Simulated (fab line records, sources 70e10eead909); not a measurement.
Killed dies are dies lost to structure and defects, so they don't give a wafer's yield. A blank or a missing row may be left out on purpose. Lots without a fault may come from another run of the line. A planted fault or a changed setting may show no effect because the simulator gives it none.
Which tool did it? | flow nand_harc | 6 lots, 18 wafers sampled, at 1 step of a route of 1159

WHAT THE GAUGES READ, wafer by wafer
NHARC_A_CONTACT_OVL_MEAS_70.
lot  | measured     | on         | overlay_x_nm (nm)
L428 | day 17 02:41 | overlay-01 | 1.2 0.6 1.5
L433 | day 18 09:16 | overlay-02 | -2.1 -2.5 -2.6
L434 | day 18 19:58 | overlay-02 | 1.4 1.8 0.8
L442 | day 20 18:17 | overlay-01 | -0.5 -0.6 -0.5
L443 | day 21 06:17 | overlay-02 | 0.3 0.3 0.7
L447 | day 22 21:41 | overlay-01 | -1.1 -1.6 -1.0

WHICH TOOL RAN EACH LOT (tool, then ch and the chambers of the sampled wafers, then the start)
The record holds no process step before these readings.

THE ANSWER, worked out from the rows above alone
Rule: what is usual is taken from the lots themselves. Put in order of their means at a reading, lots are off if they are a third of the lots or fewer, leave a main group of 4 or more, and stand apart from it by a gap of 3 or more times the standard deviation of the main group's means; of several such gaps the widest counts. A main group whose means are all the same, to the digits that the tables above print for the reading, isn't used. A lot without any number at a reading at which 4 lots or more have one is off too. The other lots that the step has rows for count as sound.
No lot is off at any reading shown: from this, nothing can be told.

WHAT THE SIMULATOR HAD PUT IN
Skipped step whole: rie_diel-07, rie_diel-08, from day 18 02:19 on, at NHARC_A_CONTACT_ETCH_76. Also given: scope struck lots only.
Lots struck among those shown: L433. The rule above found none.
